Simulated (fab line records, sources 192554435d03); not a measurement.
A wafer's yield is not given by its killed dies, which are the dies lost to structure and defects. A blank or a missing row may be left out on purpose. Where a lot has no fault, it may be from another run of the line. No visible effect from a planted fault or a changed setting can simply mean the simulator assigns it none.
fab line records ; flow n5-finfet
record lots=10; wafers=30; last-day=18
route steps=1938 shown ILD0@339 SDB@347 BEOL_M4@1111 PASSIVATION@1936
lots untouched by any fault: they come from a run of this same line in which no faults occurred
start-h: start of the lot's first displayed wafer, in hours after the record's first day ; wait-h: hours elapsed since this lot's preceding step ; " unchanged from the row above ; L1.1+2: a row that stands for several wafers ; - value missing, or start not given ; * or withheld: withheld ; < > ~ a bound
route shown NAME@n: a module of which the file shows steps, and the number in the route of the first ; usual: mean/standard deviation of fault-free wafers ; same: alike in all rows ; chamber/n: place in a boat ; sites: the reading at each site ; _std_site: their standard deviation ; _edge_site: the outer-site mean with the inner-site mean subtracted ; radius-mm: for every site, how far away it sits from the centre of the wafer ; mask NAME#n: copy n ; behind: the most recent tool/chamber to have shaped the wafer ; hold: reason for holding the lot/hours on hold/outcome of the hold ; device: which transistor (n, p or np) failed to switch ; end of line: the route-end tests of the same wafers ; where a step has no rows: the recipe by itself ; killed: dies lost to structure and defects at the first sort, not the wafer's yield ; map: a wafer's dies, x killed, . not, _ none there
set.NAME: the setting the step ran with; set.NAME@STEP: the setting that earlier step ran with ; model.NAME: the simulator's own value behind a step, which no gauge read
a sample of lots followed through the steps of the route, with each step as a table and each wafer as a row
services: the hour from which a tool's chamber was out of use, counted from the record's first day as start-h (under 0 if before that day), plus the number of hours and why
## steps
# step N5_ILD0_THK_MEAS_04
# usual thk-nm=197.4/0.98
lot.wafer;tool;chamber;start-h;wait-h;thk-nm
L425.1;film-metro-01;-;67.61;-;197.2
L425.2;film-metro-01;-;67.61;-;197.7
L425.5;film-metro-01;-;67.61;-;197.8
L426.2;film-metro-01;-;74.54;-;196.5
L426.5;film-metro-01;-;74.54;-;197.9
L426.6;film-metro-01;-;74.54;-;196.4
L430.3;film-metro-01;-;97.66;-;197.6
L430.4;film-metro-01;-;97.66;-;195.9
L430.5;film-metro-01;-;97.66;-;196.9
L431.2;film-metro-01;-;105.29;-;198.3
L431.4;film-metro-01;-;105.29;-;199.0
L431.5;film-metro-01;-;105.29;-;198.4
L432.1;film-metro-01;-;111.47;-;198.2
L432.2;film-metro-01;-;111.47;-;196.7
L432.5;film-metro-01;-;111.47;-;195.9
L436.3;film-metro-01;-;161.25;-;196.5
L436.4;film-metro-01;-;161.25;-;197.1
L436.6;film-metro-01;-;161.25;-;197.3
L438.1;film-metro-01;-;164.75;-;196.4
L438.4;film-metro-01;-;164.75;-;197.4
L438.6;film-metro-01;-;164.75;-;197.0
L439.1;film-metro-02;-;164.76;-;198.4
L439.2;film-metro-02;-;164.76;-;198.0
L439.3;film-metro-02;-;164.76;-;198.3
L444.2;film-metro-01;-;200.56;-;196.4
L444.3;film-metro-01;-;200.56;-;197.5
L444.6;film-metro-01;-;200.56;-;196.7
L445.2;film-metro-02;-;200.83;-;198.5
L445.3;film-metro-02;-;200.83;-;199.6
L445.4;film-metro-02;-;200.83;-;200.1
# step N5_ILD0_THK_MEAS_13
# usual thk-nm=17.7/1
lot.wafer;tool;chamber;start-h;wait-h;thk-nm
L425.1;film-metro-02;-;71.66;-;17.9
L425.2;film-metro-02;-;71.66;-;16.9
L425.5;film-metro-02;-;71.66;-;18.8
L426.2;film-metro-01;-;78.08;-;16.3
L426.5;film-metro-01;-;78.08;-;16.7
L426.6;film-metro-01;-;78.08;-;16.5
L430.3;film-metro-02;-;101.20;-;17.9
L430.4;film-metro-02;-;101.20;-;18.7
L430.5;film-metro-02;-;101.20;-;18.7
L431.2;film-metro-02;-;108.82;-;16.3
L431.4;film-metro-02;-;108.82;-;17.6
L431.5;film-metro-02;-;108.82;-;18.0
L432.1;film-metro-01;-;115.00;-;18.4
L432.2;film-metro-01;-;115.00;-;17.2
L432.5;film-metro-01;-;115.00;-;17.2
L436.3;film-metro-01;-;165.44;-;17.3
L436.4;film-metro-01;-;165.44;-;17.3
L436.6;film-metro-01;-;165.44;-;18.2
L438.1;film-metro-01;-;168.29;-;15.5
L438.4;film-metro-01;-;168.29;-;17.3
L438.6;film-metro-01;-;168.29;-;17.4
L439.1;film-metro-01;-;168.96;-;17.2
L439.2;film-metro-01;-;168.96;-;17.4
L439.3;film-metro-01;-;168.96;-;18.2
L444.2;film-metro-01;-;204.10;-;16.4
L444.3;film-metro-01;-;204.10;-;16.2
L444.6;film-metro-01;-;204.10;-;17.4
L445.2;film-metro-02;-;205.56;-;17.4
L445.3;film-metro-02;-;205.56;-;16.9
L445.4;film-metro-02;-;205.56;-;17.5
# step N5_SDB_HM_DEP_00
# recipe material=SiNx; target-thk-a=400; temp-c=400; precursor=SiH4/NH3/N2; pressure-torr=1.5; rf-w=300; time-s=35.3
# usual heater-power-w=735/92; showerhead-plenum-p-Torr=5.18/0.035; susceptor-temp-C=400.02/0.22; throttle-valve-pct=39.6/1.4
lot.wafer;tool;chamber;start-h;wait-h;heater-power-w;showerhead-plenum-p-Torr;susceptor-temp-C;throttle-valve-pct
L425.1;pecvd-02;0;71.72;0.0;670;5.19;399.94;41.4
L425.2;pecvd-02;1;71.72;0.0;838;5.16;400.03;40.1
L425.5;pecvd-02;1;71.72;0.0;862;5.17;400.00;39.7
L426.2;pecvd-03;2;78.14;0.0;669;5.22;399.84;40.8
L426.5;pecvd-03;2;78.14;0.0;687;5.23;399.98;40.3
L426.6;pecvd-03;0;78.14;0.0;643;5.18;399.99;38.8
L430.3;pecvd-03;1;101.26;0.0;847;5.18;400.41;38.7
L430.4;pecvd-03;1;101.26;0.0;845;5.17;400.26;38.8
L430.5;pecvd-03;2;101.26;0.0;730;5.24;400.26;40.5
L431.2;pecvd-02;2;108.89;0.0;720;5.14;399.96;37.0
L431.4;pecvd-02;2;108.89;0.0;718;5.15;399.85;37.4
L431.5;pecvd-02;2;108.89;0.0;725;5.15;399.80;37.1
L432.1;pecvd-03;1;115.07;0.0;769;5.17;400.35;38.9
L432.2;pecvd-03;2;115.07;0.0;773;5.23;400.06;40.6
L432.5;pecvd-03;0;115.07;0.0;673;5.17;399.79;39.0
L436.3;pecvd-03;0;165.51;0.0;633;5.18;400.18;39.2
L436.4;pecvd-03;1;165.51;0.0;813;5.19;399.80;39.0
L436.6;pecvd-03;0;165.51;0.0;643;5.18;399.93;39.0
L438.1;pecvd-03;0;168.35;0.0;581;5.17;399.97;39.0
L438.4;pecvd-03;1;168.35;0.0;834;5.18;399.87;38.7
L438.6;pecvd-03;2;168.35;0.0;754;5.24;400.15;40.6
L439.1;pecvd-02;2;169.02;0.0;731;5.15;400.13;37.6
L439.2;pecvd-02;0;169.02;0.0;606;5.18;400.28;41.8
L439.3;pecvd-02;1;169.02;0.0;888;5.17;400.16;40.0
L444.2;pecvd-02;0;204.16;0.0;685;5.21;399.87;42.3
L444.3;pecvd-02;1;204.16;0.0;796;5.16;400.30;40.1
L444.6;pecvd-02;1;204.16;0.0;797;5.17;400.03;40.1
L445.2;pecvd-01;2;205.62;0.0;673;5.22;400.05;39.7
L445.3;pecvd-01;0;205.62;0.0;904;5.04;400.13;40.8
L445.4;pecvd-01;1;205.62;0.0;797;5.21;400.63;39.8
# step N5_SDB_OVL_MEAS_12
# recipe points-per-wafer=44
# usual SDB_OVL=-0.7/0.83
lot.wafer;tool;chamber;start-h;wait-h;SDB_OVL[nm]
L425.1;overlay-02;0;72.23;0.0;-0.8
L425.2;overlay-02;0;72.23;0.0;-1.9
L425.5;overlay-02;0;72.23;0.0;-1.2
L426.2;overlay-01;0;78.49;0.0;-0.8
L426.5;overlay-01;0;78.49;0.0;-0.6
L426.6;overlay-01;0;78.49;0.0;-0.7
L430.3;overlay-02;0;101.74;0.0;-0.8
L430.4;overlay-02;0;101.74;0.0;-0.6
L430.5;overlay-02;0;101.74;0.0;-0.1
L431.2;overlay-02;0;109.27;0.0;0.4
L431.4;overlay-02;0;109.27;0.0;-0.2
L431.5;overlay-02;0;109.27;0.0;-0.5
L432.1;overlay-01;0;115.42;0.0;-2.3
L432.2;overlay-01;0;115.42;0.0;0.5
L432.5;overlay-01;0;115.42;0.0;-1.4
L436.3;overlay-02;0;165.86;0.0;0.3
L436.4;overlay-02;0;165.86;0.0;-0.4
L436.6;overlay-02;0;165.86;0.0;-0.4
L438.1;overlay-02;0;168.70;0.0;1.1
L438.4;overlay-02;0;168.70;0.0;0.2
L438.6;overlay-02;0;168.70;0.0;-1.5
L439.1;overlay-02;0;169.50;0.0;0.2
L439.2;overlay-02;0;169.50;0.0;0.4
L439.3;overlay-02;0;169.50;0.0;-0.1
L444.2;overlay-01;0;204.52;0.0;0.7
L444.3;overlay-01;0;204.52;0.0;-0.8
L444.6;overlay-01;0;204.52;0.0;0.4
L445.2;overlay-01;0;206.10;0.0;-1.9
L445.3;overlay-01;0;206.10;0.0;-0.1
L445.4;overlay-01;0;206.10;0.0;-0.9
# step N5_SDB_INSPECT_13
# recipe mode=adi; inspect-instrument=brightfield
# usual raw-defect-count=80/41
lot.wafer;tool;chamber;start-h;wait-h;raw-defect-count
L425.1;defect-inspect-01;-;72.25;0.0;77
L425.2;defect-inspect-01;-;72.25;0.0;66
L425.5;defect-inspect-01;-;72.25;0.0;57
L426.2;defect-inspect-01;-;78.52;0.0;57
L426.5;defect-inspect-01;-;78.52;0.0;39
L426.6;defect-inspect-01;-;78.52;0.0;56
L430.3;defect-inspect-02;-;101.77;0.0;74
L430.4;defect-inspect-02;-;101.77;0.0;44
L430.5;defect-inspect-02;-;101.77;0.0;53
L431.2;defect-inspect-01;-;109.29;0.0;100
L431.4;defect-inspect-01;-;109.29;0.0;76
L431.5;defect-inspect-01;-;109.29;0.0;80
L432.1;defect-inspect-02;-;115.45;0.0;81
L432.2;defect-inspect-02;-;115.45;0.0;80
L432.5;defect-inspect-02;-;115.45;0.0;102
L436.3;defect-inspect-01;-;165.89;0.0;1238
L436.4;defect-inspect-01;-;165.89;0.0;1265
L436.6;defect-inspect-01;-;165.89;0.0;1267
L438.1;defect-inspect-02;-;168.73;0.0;1342
L438.4;defect-inspect-02;-;168.73;0.0;1238
L438.6;defect-inspect-02;-;168.73;0.0;1304
L439.1;defect-inspect-02;-;169.52;0.0;32
L439.2;defect-inspect-02;-;169.52;0.0;60
L439.3;defect-inspect-02;-;169.52;0.0;33
L444.2;defect-inspect-02;-;204.54;0.0;140
L444.3;defect-inspect-02;-;204.54;0.0;168
L444.6;defect-inspect-02;-;204.54;0.0;156
L445.2;defect-inspect-01;-;206.13;0.0;92
L445.3;defect-inspect-01;-;206.13;0.0;84
L445.4;defect-inspect-01;-;206.13;0.0;55
# step N5_BEOL_M4_RC_MEAS_101
# usual DIBL_N=37.2/2.1; DIBL_P=37.3/2.3; IOFF_N=0.18/0.041; IOFF_P=0.24/0.042; ION_N=680/13; ION_P=466/7.7; SS_N=71.8/0.68; SS_P=73.5/0.66; VT_N=249/3.6; VT_P=-248/3.4
lot.wafer;tool;chamber;start-h;wait-h;DIBL_N[mV/V];DIBL_P[mV/V];IOFF_N[nA/um];IOFF_P[nA/um];ION_N[uA/um];ION_P[uA/um];SS_N[mV/dec];SS_P[mV/dec];VT_N[mV];VT_P[mV]
L426.2;prober-01;0;182.10;0.2;38.8;39.0;0.22;0.26;688;462;72.4;73.5;248;-249
L426.5;prober-01;0;182.10;0.2;37.1;37.3;0.19;0.22;686;463;72.2;73.2;247;-251
L426.6;prober-01;0;182.10;0.2;38.4;38.6;0.21;0.25;702;467;72.2;73.4;245;-248
L425.1;prober-01;0;185.02;0.0;34.4;34.0;0.15;0.20;677;472;70.9;73.2;249;-249
L425.2;prober-01;0;185.02;0.0;33.4;33.2;0.13;0.17;665;455;70.7;73.0;250;-254
L425.5;prober-01;0;185.02;0.0;35.9;36.3;0.18;0.23;684;463;71.7;73.2;245;-247
L430.3;prober-02;0;210.05;0.3;34.4;33.7;0.13;0.19;676;468;71.2;73.0;254;-252
L430.4;prober-02;0;210.05;0.3;35.4;35.4;0.14;0.21;668;460;71.7;72.4;252;-248
L430.5;prober-02;0;210.05;0.3;35.9;35.8;0.15;0.22;673;464;71.1;73.9;248;-246
L431.2;prober-01;0;210.66;0.2;35.8;37.3;0.16;0.21;681;466;70.9;72.9;252;-251
L431.4;prober-01;0;210.66;0.2;37.4;38.3;0.17;0.22;670;460;71.6;73.8;250;-252
L431.5;prober-01;0;210.66;0.2;35.7;36.9;0.15;0.19;680;468;71.0;73.2;251;-253
L432.1;prober-01;0;211.60;0.0;34.2;34.9;0.13;0.18;669;460;71.1;72.9;252;-253
L432.2;prober-01;0;211.60;0.0;36.8;37.7;0.17;0.24;677;465;71.3;73.5;246;-247
L432.5;prober-01;0;211.60;0.0;38.3;39.7;0.22;0.27;696;475;72.6;73.5;242;-247
L439.1;prober-02;0;261.09;0.0;38.8;39.7;0.18;0.22;674;452;71.9;74.1;250;-254
L439.2;prober-02;0;261.09;0.0;36.3;36.9;0.14;0.18;662;447;71.5;73.4;252;-256
L439.3;prober-02;0;261.09;0.0;38.8;39.1;0.19;0.21;680;457;72.1;73.1;248;-252
L436.3;prober-01;0;262.26;0.5;42.6;43.0;0.30;0.35;715;480;72.6;74.8;241;-246
L436.4;prober-01;0;262.26;0.5;39.3;38.8;0.20;0.26;678;464;72.6;73.9;249;-251
L436.6;prober-01;0;262.26;0.5;40.7;41.2;0.24;0.31;700;470;72.9;74.8;244;-248
L438.1;prober-01;0;268.92;0.0;37.5;36.8;0.17;0.22;677;468;71.5;73.2;249;-246
L438.4;prober-01;0;268.92;0.0;39.4;39.0;0.21;0.24;681;469;72.1;74.9;248;-247
L438.6;prober-01;0;268.92;0.0;38.5;37.9;0.18;0.23;678;466;72.5;73.8;247;-247
L444.2;prober-02;0;313.11;0.2;38.3;36.8;0.17;0.22;676;462;71.4;73.8;248;-248
L444.3;prober-02;0;313.11;0.2;37.0;34.8;0.15;0.20;687;465;71.8;72.7;250;-249
L444.6;prober-02;0;313.11;0.2;36.4;35.6;0.15;0.21;677;474;71.5;73.0;250;-249
L445.2;prober-02;0;333.30;0.2;35.5;36.1;0.15;0.19;678;459;71.7;73.9;251;-252
L445.3;prober-02;0;333.30;0.2;36.6;37.3;0.17;0.22;667;457;71.9;74.1;248;-249
L445.4;prober-02;0;333.30;0.2;38.1;39.4;0.23;0.26;704;473;72.0;74.4;242;-248
# step N5_PASSIVATION_PROBE_49
# usual defect-limited-yield=91.0/1.6; killed_at_M0_to_M3=35/11; killed_at_M4_up=14/5.3; killed-at-contacts=13/6.7; killed-at-front-end=41/12; killed-at-other=3.9/2.7; killed-dies=106/19; killed-open=70/14; killed-short=35/8.8; sort_bin_4_leakage=0.01/0.058; sort_bin_5_function=5.3/1; sort_bin_6_memory=3.3/0.81; sort-n-pass=1073/19; sort-yield-pct=91.0/1.6
# same gross-dies=1180; killed-at-back-side=0; sort_bin_8_speed[%]=0
lot.wafer;tool;chamber;start-h;wait-h;defect-limited-yield[%];killed_at_M0_to_M3;killed_at_M4_up;killed-at-contacts;killed-at-front-end;killed-at-other;killed-dies;killed-open;killed-short;sort_bin_4_leakage[%];sort_bin_5_function[%];sort_bin_6_memory[%];sort-n-pass;sort-yield-pct[%]
L431.2;prober-02;-;323.38;0.1;89.4;58;6;18;40;3;125;83;41;0;6.4;4.0;1055;89.4
L431.4;prober-02;-;323.48;0.2;90.0;47;10;16;44;1;118;74;41;0;6.8;2.9;1062;90.0
L431.5;prober-02;-;323.53;0.2;90.0;44;20;25;28;1;118;78;38;0;6.2;3.4;1062;90.0
L432.1;prober-02;-;325.83;0.0;89.5;25;14;16;66;3;124;66;54;0;5.3;4.5;1056;89.5
L432.2;prober-02;-;325.88;0.1;89.9;23;12;17;55;12;119;69;49;0;6.2;3.6;1061;89.9
L432.5;prober-02;-;326.03;0.2;90.3;23;12;17;59;4;115;64;47;0;5.3;3.6;1065;90.3
L438.1;prober-02;-;370.64;0.0;85.3;31;8;4;126;5;174;48;34;0;8.1;3.5;1006;85.3
L438.4;prober-02;-;370.79;0.2;78.0;34;12;19;191;4;260;72;31;0;13.6;4.6;920;78.0
L438.6;prober-02;-;370.89;0.3;78.0;33;9;8;201;9;260;72;31;0;14.3;4.4;920;78.0
L436.3;prober-01;-;373.62;0.1;86.4;28;10;1;112;9;160;46;35;0.51;7.4;2.9;1014;85.9
L436.4;prober-01;-;373.67;0.2;80.6;18;13;5;190;3;229;51;27;0;11.3;3.9;951;80.6
L436.6;prober-01;-;373.77;0.3;83.3;32;17;10;132;6;197;71;39;0;8.1;5.8;983;83.3
# killed by level:class
L431.2 BEOL_M0_SAQP:geometric-particle:short=25 BEOL_M0_SAQP:geometric-particle:open=19 MOL_CONTACT_COAG:geometric-particle:open=16 FIN_SAQP:geometric-particle:open=9 STI_FIN_REVEAL:geometric-particle:open=8 BEOL_M1:geometric-particle:open=6 DUMMY_GATE:geometric-particle:open=4 ILD0:geometric-particle:open=4
L431.4 BEOL_M0_SAQP:geometric-particle:open=19 BEOL_M0_SAQP:geometric-particle:short=16 MOL_CONTACT_COAG:geometric-particle:open=11 DUMMY_GATE:geometric-particle:open=10 FIN_SAQP:geometric-particle:open=9 MOL_CONTACT_COAG:geometric-particle:short=5 BEOL_M4:geometric-particle:open=5 STARTING-WAFER:geometric-particle:short=5
L431.5 MOL_CONTACT_COAG:geometric-particle:open=19 BEOL_M0_SAQP:geometric-particle:short=15 BEOL_M0_SAQP:geometric-particle:open=10 BEOL_M4:geometric-particle:open=10 STI_FIN_REVEAL:geometric-particle:open=6 MOL_CONTACT_COAG:geometric-particle:short=6 BEOL_M1:geometric-particle:open=6 BEOL_M3:geometric-particle:open=5
L432.1 STI_FIN_REVEAL:geometric-particle:open=15 MOL_CONTACT_COAG:geometric-particle:open=12 FIN_SAQP:geometric-particle:short=11 GATE_CUT:geometric-particle:short=11 FIN_SAQP:geometric-particle:open=10 BEOL_M0_SAQP:geometric-particle:short=8 BEOL_M0_SAQP:geometric-particle:open=6 GATE_CUT:geometric-particle:open=5
L432.2 MOL_CONTACT_COAG:geometric-particle:open=13 FIN_SAQP:geometric-particle:short=10 FIN_SAQP:geometric-particle:open=9 STI_FIN_REVEAL:geometric-particle:open=9 GATE_CUT:geometric-particle:short=9 BEOL_M0_SAQP:geometric-particle:open=7 BEOL_M0_SAQP:geometric-particle:short=6 STARTING-WAFER:geometric-particle:short=5
L432.5 MOL_CONTACT_COAG:geometric-particle:open=14 FIN_SAQP:geometric-particle:open=10 GATE_CUT:geometric-particle:short=9 FIN_SAQP:geometric-particle:short=8 DUMMY_GATE:geometric-particle:open=6 BEOL_M0_SAQP:geometric-particle:short=6 BEOL_M3:geometric-particle:open=6 BEOL_M4:geometric-particle:short=5
L438.1 SDB:unspecified=88 BEOL_M0_SAQP:geometric-particle:short=8 STI_FIN_REVEAL:geometric-particle:open=7 FIN_SAQP:geometric-particle:short=6 BEOL_M0_SAQP:geometric-particle:open=6 BEOL_M2:geometric-particle:open=6 FIN_SAQP:geometric-particle:open=4 STI_FIN_REVEAL:geometric-particle:short=4
L438.4 SDB:unspecified=156 MOL_CONTACT_COAG:geometric-particle:open=14 STI_FIN_REVEAL:geometric-particle:open=10 BEOL_M2:geometric-particle:open=9 BEOL_M1:geometric-particle:open=8 FIN_SAQP:geometric-particle:short=7 FIN_SAQP:geometric-particle:open=7 MOL_CONTACT_COAG:geometric-particle:short=5
L438.6 SDB:unspecified=155 FIN_SAQP:geometric-particle:open=17 BEOL_M0_SAQP:geometric-particle:open=15 STI_FIN_REVEAL:geometric-particle:open=14 BEOL_M0_SAQP:geometric-particle:short=9 MOL_CONTACT_COAG:geometric-particle:open=7 FIN_SAQP:geometric-particle:short=5 BEOL_M4:geometric-particle:open=5
L436.3 SDB:unspecified=79 BEOL_M3:geometric-particle:open=7 BEOL_M2:geometric-particle:open=7 GATE_CUT:geometric-particle:short=6 STI_FIN_REVEAL:geometric-particle:open=5 BEOL_M4:geometric-particle:open=5 FIN_SAQP:geometric-particle:open=4 DUMMY_GATE:geometric-particle:open=4
L436.4 SDB:unspecified=151 BEOL_M2:geometric-particle:open=8 FIN_SAQP:geometric-particle:open=7 BEOL_M4:geometric-particle:open=7 GATE_CUT:geometric-particle:short=6 STARTING-WAFER:geometric-particle:short=5 FIN_SAQP:geometric-particle:short=4 STI_FIN_REVEAL:geometric-particle:open=4
L436.6 SDB:unspecified=87 FIN_SAQP:geometric-particle:open=12 FIN_SAQP:geometric-particle:short=11 BEOL_M4:geometric-particle:open=9 BEOL_M1:geometric-particle:open=8 MOL_CONTACT_COAG:geometric-particle:open=8 BEOL_M2:geometric-particle:open=8 BEOL_M3:geometric-particle:open=5
## services
tool;chamber;start-h;hours;kind
pecvd-03;0;54.69;5.5;scheduled-down
pecvd-02;0;68.37;2.1;scheduled-down
pecvd-02;2;70.50;2.1;scheduled-down
pecvd-02;1;72.63;2.1;scheduled-down
pecvd-02;1;93.91;5.5;scheduled-down
pecvd-02;1;104.30;5.0;scheduled-down
pecvd-03;0;125.38;3.8;repair
pecvd-02;-;127.83;1.1;repair
pecvd-02;-;157.55;0.9;repair
pecvd-03;-;168.63;2.8;repair
## key
first-sign step=N5_SDB_INSPECT_13; reading=raw-defect-count; direction=up; sigmas=29; usual=80; struck=1276
effect step=N5_PASSIVATION_PROBE_49; reading=killed-at-front-end; direction=up; sigmas=9.6; usual=41; struck=159
more-kills-born-at N5_SDB_HM_DEP_00@pecvd-03=716
met-at N5_SDB_HM_DEP_00
struck-lots L436,L438
not-acting-at N5_ILD0_THK_MEAS_04,N5_ILD0_THK_MEAS_13,N5_SDB_OVL_MEAS_12
onset-between 115.07 165.51
fault kind=chamber-particle-source; tool=pecvd-03; chamber=-; onset-h=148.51; steps=N5_SDB_HM_DEP_00; rate-per-visit-cm2=1.8465; end-h=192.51
